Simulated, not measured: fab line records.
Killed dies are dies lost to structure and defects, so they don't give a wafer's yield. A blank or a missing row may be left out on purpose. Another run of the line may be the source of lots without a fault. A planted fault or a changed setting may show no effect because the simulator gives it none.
Chamber matching || flow n5_finfet || 4 sister chambers for N5_ILD0_CMP_03 on cmp-01
The step polishes, stops on SiNx, t overpolish 1.9 s, target thk 197.38 nm. 16 wafers are shown with their chamber, then 8 later ones without.

## WAFERS PAIRED WITH THEIR CHAMBERS
{"wafer": "L076.1", "chamber": 3, "time_to_endpoint_s (s)": 72, "motor_current_A (A)": 12.3, "overpolish_run_s (s)": 1.899}
{"wafer": "L076.3", "chamber": 0, "time_to_endpoint_s (s)": 70, "motor_current_A (A)": 12.3, "overpolish_run_s (s)": 1.892}
{"wafer": "L076.5", "chamber": 0, "time_to_endpoint_s (s)": 72, "motor_current_A (A)": 11.3, "overpolish_run_s (s)": 1.888}
{"wafer": "L078.1", "chamber": 2, "time_to_endpoint_s (s)": 69, "motor_current_A (A)": 10.9, "overpolish_run_s (s)": 1.901}
{"wafer": "L078.3", "chamber": 1, "time_to_endpoint_s (s)": 86, "motor_current_A (A)": 13.5, "overpolish_run_s (s)": 1.906}
{"wafer": "L078.6", "chamber": 2, "time_to_endpoint_s (s)": 70, "motor_current_A (A)": 10.0, "overpolish_run_s (s)": 1.907}
{"wafer": "L080.1", "chamber": 0, "time_to_endpoint_s (s)": 72, "motor_current_A (A)": 11.5, "overpolish_run_s (s)": 1.895}
{"wafer": "L080.3", "chamber": 3, "time_to_endpoint_s (s)": 71, "motor_current_A (A)": 11.8, "overpolish_run_s (s)": 1.905}
{"wafer": "L080.5", "chamber": 0, "time_to_endpoint_s (s)": 70, "motor_current_A (A)": 12.6, "overpolish_run_s (s)": 1.898}
{"wafer": "L089.4", "chamber": 3, "time_to_endpoint_s (s)": 71, "motor_current_A (A)": 11.6, "overpolish_run_s (s)": 1.889}
{"wafer": "L089.5", "chamber": 3, "time_to_endpoint_s (s)": 73, "motor_current_A (A)": 11.7, "overpolish_run_s (s)": 1.900}
{"wafer": "L089.6", "chamber": 2, "time_to_endpoint_s (s)": 67, "motor_current_A (A)": 10.3, "overpolish_run_s (s)": 1.895}
{"wafer": "L091.2", "chamber": 0, "time_to_endpoint_s (s)": 73, "motor_current_A (A)": 12.1, "overpolish_run_s (s)": 1.882}
{"wafer": "L091.3", "chamber": 1, "time_to_endpoint_s (s)": 79, "motor_current_A (A)": 13.8, "overpolish_run_s (s)": 1.889}
{"wafer": "L091.4", "chamber": 3, "time_to_endpoint_s (s)": 70, "motor_current_A (A)": 11.9, "overpolish_run_s (s)": 1.898}
{"wafer": "L093.2", "chamber": 1, "time_to_endpoint_s (s)": 83, "motor_current_A (A)": 12.8, "overpolish_run_s (s)": 1.886}

SIGNATURES, as means of the wafers listed above
{"reading": "time_to_endpoint_s", "chamber 0": 71.40, "chamber 1": 82.67, "chamber 2": 68.67, "chamber 3": 71.40, "scatter within a chamber": 1.86}
{"reading": "motor_current_A", "chamber 0": 11.960, "chamber 1": 13.367, "chamber 2": 10.400, "chamber 3": 11.860, "scatter within a chamber": 0.45}
{"reading": "overpolish_run_s", "chamber 0": 1.89100, "chamber 1": 1.89367, "chamber 2": 1.90100, "chamber 3": 1.89820, "scatter within a chamber": 0.00704}
Rule: distance of a wafer from a chamber = root of the sum over the readings of ((wafer's reading minus chamber's mean) / reading's scatter) squared. The wafer belongs to the nearest chamber; if the next one is less than 2 further off, it can't be placed. The scatter is the square root of a quotient: the sum, over the shown wafers, of each reading's squared deviation from its chamber's mean, divided by wafers minus chambers.

## WAFERS WITHOUT THEIR CHAMBER
{"wafer": "L093.4", "time_to_endpoint_s (s)": 73, "motor_current_A (A)": 11.6, "overpolish_run_s (s)": 1.892}
{"wafer": "L093.5", "time_to_endpoint_s (s)": 73, "motor_current_A (A)": 11.9, "overpolish_run_s (s)": 1.898}
{"wafer": "L094.1", "time_to_endpoint_s (s)": 71, "motor_current_A (A)": 10.2, "overpolish_run_s (s)": 1.918}
{"wafer": "L094.4", "time_to_endpoint_s (s)": 78, "motor_current_A (A)": 12.2, "overpolish_run_s (s)": 1.893}
{"wafer": "L094.6", "time_to_endpoint_s (s)": 74, "motor_current_A (A)": 12.5, "overpolish_run_s (s)": 1.906}
{"wafer": "L095.1", "time_to_endpoint_s (s)": 84, "motor_current_A (A)": 13.6, "overpolish_run_s (s)": 1.894}
{"wafer": "L095.3", "time_to_endpoint_s (s)": 77, "motor_current_A (A)": 12.9, "overpolish_run_s (s)": 1.891}
{"wafer": "L095.4", "time_to_endpoint_s (s)": 75, "motor_current_A (A)": 11.8, "overpolish_run_s (s)": 1.893}

## WHICH CHAMBER EACH WENT THROUGH
{"wafer": "L093.4", "from the rows above": "can't be placed: 0 or 3", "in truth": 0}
{"wafer": "L093.5", "from the rows above": "can't be placed: 3 or 0", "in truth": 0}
{"wafer": "L094.1", "from the rows above": "can't be placed: 2 or 3", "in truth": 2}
{"wafer": "L094.4", "from the rows above": "can't be placed: 0 or 1 or 3", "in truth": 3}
{"wafer": "L094.6", "from the rows above": "can't be placed: 3 or 0", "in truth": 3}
{"wafer": "L095.1", "from the rows above": 1, "in truth": 1}
{"wafer": "L095.3", "from the rows above": "can't be placed: 1 or 0 or 3", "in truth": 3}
{"wafer": "L095.4", "from the rows above": "can't be placed: 0 or 3", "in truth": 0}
Correctly placed: 1 of 8. Can't be placed from these rows: 7 (the true chamber is among the candidates in 7). 0 placed wrongly.
